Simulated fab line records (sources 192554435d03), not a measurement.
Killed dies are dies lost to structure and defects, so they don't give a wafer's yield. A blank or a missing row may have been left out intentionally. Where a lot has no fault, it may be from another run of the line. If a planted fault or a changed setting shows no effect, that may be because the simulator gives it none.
Split-lot experiment | flow n5_finfet | 21 wafers read across 7 lots, on a route 1938 steps long

## ON THE SPLIT
At N5_MOL_CONTACT_COAG_ETCHBACK_136 (etches SiO2 in CHF3, target depth 25 nm, time 16.7 s), the setting target_depth_a was moved away from the recipe's 250 angstrom on 7 of the 21 wafers read, by -7.7% to +5.6%. For the rest of the wafers, this setting stayed at what the recipe calls for.

## FROM THE SPLIT TO THE READING: what the file shows between them, 1 step
- N5_MOL_CONTACT_COAG_STRIP_120: strips in CHF3

## THE READING
MOL_CONTACT_COAG.feature_depth_nm (the simulator's own value, which no gauge read), in nm, at N5_MOL_CONTACT_COAG_VIA_ETCH_117 (etches SiO2 in C4F6/O2, target depth 40 nm, overetch 8 nm, time 26 s). The file does not state a usual value for it. The 14 wafers here that ran the recipe average 40.0 nm, standard deviation 0.39 nm.

wafer  | tool, chamber at the split | target_depth_a as run, angstrom | against the recipe | MOL_CONTACT_COAG.feature_depth_nm, nm | against lot-mates on the recipe
L075.2 | rie_diel-01, 0,1           | 250                             | recipe             | 39.6                                  | -
L075.4 | rie_diel-01, 1             | 262.1                           | +4.8%              | 38.2                                  | -1.3
L075.5 | rie_diel-01, 0,1           | 250                             | recipe             | 39.4                                  | -
L077.1 | rie_diel-03, 0             | 250                             | recipe             | 40.2                                  | -
L077.2 | rie_diel-03, 2,3           | 230.8                           | -7.7%              | 41.8                                  | +1.6
L077.3 | rie_diel-03, 2,3           | 230.8                           | -7.7%              | 42.2                                  | +2.0
L080.1 | rie_diel-06, 1,0,0         | 250                             | recipe             | 40                                    | -
L080.3 | rie_diel-06, 1,0,0         | 250                             | recipe             | 40.2                                  | -
L080.6 | rie_diel-06, 1,0,0         | 250                             | recipe             | 40                                    | -
L083.2 | rie_diel-01, 2,2,0         | 250                             | recipe             | 40                                    | -
L083.4 | rie_diel-01, 2,2,0         | 250                             | recipe             | 40                                    | -
L083.5 | rie_diel-01, 2,2,0         | 250                             | recipe             | 39.8                                  | -
L085.3 | rie_diel-06, 1,2           | 236.4                           | -5.4%              | 41.2                                  | +1.6
L085.5 | rie_diel-06, 1             | 250                             | recipe             | 39.6                                  | -
L085.6 | rie_diel-06, 1,2           | 236.4                           | -5.4%              | 41.6                                  | +2.0
L090.2 | rie_diel-06, 2,3,2         | 250                             | recipe             | 40.2                                  | -
L090.5 | rie_diel-06, 2,3,2         | 250                             | recipe             | 39.6                                  | -
L090.6 | rie_diel-06, 2,3,2         | 250                             | recipe             | 40.4                                  | -
L091.2 | rie_diel-03, 2,0           | 264                             | +5.6%              | 39                                    | -2.0
L091.3 | rie_diel-03, 3             | 250                             | recipe             | 41                                    | -
L091.4 | rie_diel-03, 2,0           | 264                             | +5.6%              | 39.2                                  | -1.8
When a row names more than one chamber, that row covers several wafers, and the file does not tell which wafer ran in which chamber.

FIT RESULTS
A straight line over all 21 wafers: MOL_CONTACT_COAG.feature_depth_nm changes by -0.245 nm for each +1% of target_depth_a; r = -0.91; the points scatter about the line by 0.41 nm.
The same after taking each lot's own level away (the mean of its wafers on the recipe; 21 wafers): -0.286 nm for each +1%; r = -0.97; scatter 0.25 nm.
According to that fit, moving target_depth_a by its largest amount changes the reading by 2.2 nm.
From 39.50 to 41.00 nm: that is the span of the lots' own levels, equal to 3.8 times the standard deviation above.
So the slope is not independent of the lot-to-lot level: the two fits are not the same.
Check: with one of the wafers moved furthest among these (-7.7%) left out of the fit, the line predicts +2.34 nm for it against its lot-mates. It came out at +1.6 nm against them.

## ADDITIONAL SPLITS CARRIED BY THESE WAFERS
These wafers also went through other splits before the reading. Each is held against what the fit with the lots' levels taken away leaves over:
other split on the same wafers          | wafers away from the commonest value | r with MOL_CONTACT_COAG.feature_depth_nm (lot level and that fit taken away)
N5_GATE_CUT_ALD_22 ald_cycles           | 4                                    | -0.25
N5_MOL_CONTACT_COAG_COAT_103 spin_rpm   | 7                                    | -0.11
N5_MOL_CONTACT_COAG_ETCHBACK_135 time_s | 9                                    | +0.12
N5_MOL_CONTACT_COAG_VIA_ETCH_46 bias_w  | 6                                    | -0.12

## THE WHOLE CHAIN: every reading that the file lists as answering this split, in the file's order
step                             | what it does                                                         | reading                                                                            | change (the file's fit)               | r (the file's)
N5_MOL_CONTACT_COAG_VIA_ETCH_117 | etches SiO2 in C4F6/O2, target depth 40 nm, overetch 8 nm, time 26 s | etch.depth_nm (the simulator's own value, which no gauge read)                     | -0.28 nm for each +1% of the setting  | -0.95
N5_MOL_CONTACT_COAG_VIA_ETCH_117 | etches SiO2 in C4F6/O2, target depth 40 nm, overetch 8 nm, time 26 s | MOL_CONTACT_COAG.feature_depth_nm (the simulator's own value, which no gauge read) | -0.283 nm for each +1% of the setting | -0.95

## FILE'S OWN FIT
MOL_CONTACT_COAG.feature_depth_nm changes by -0.283 nm for each +1% of target_depth_a, r = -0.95.
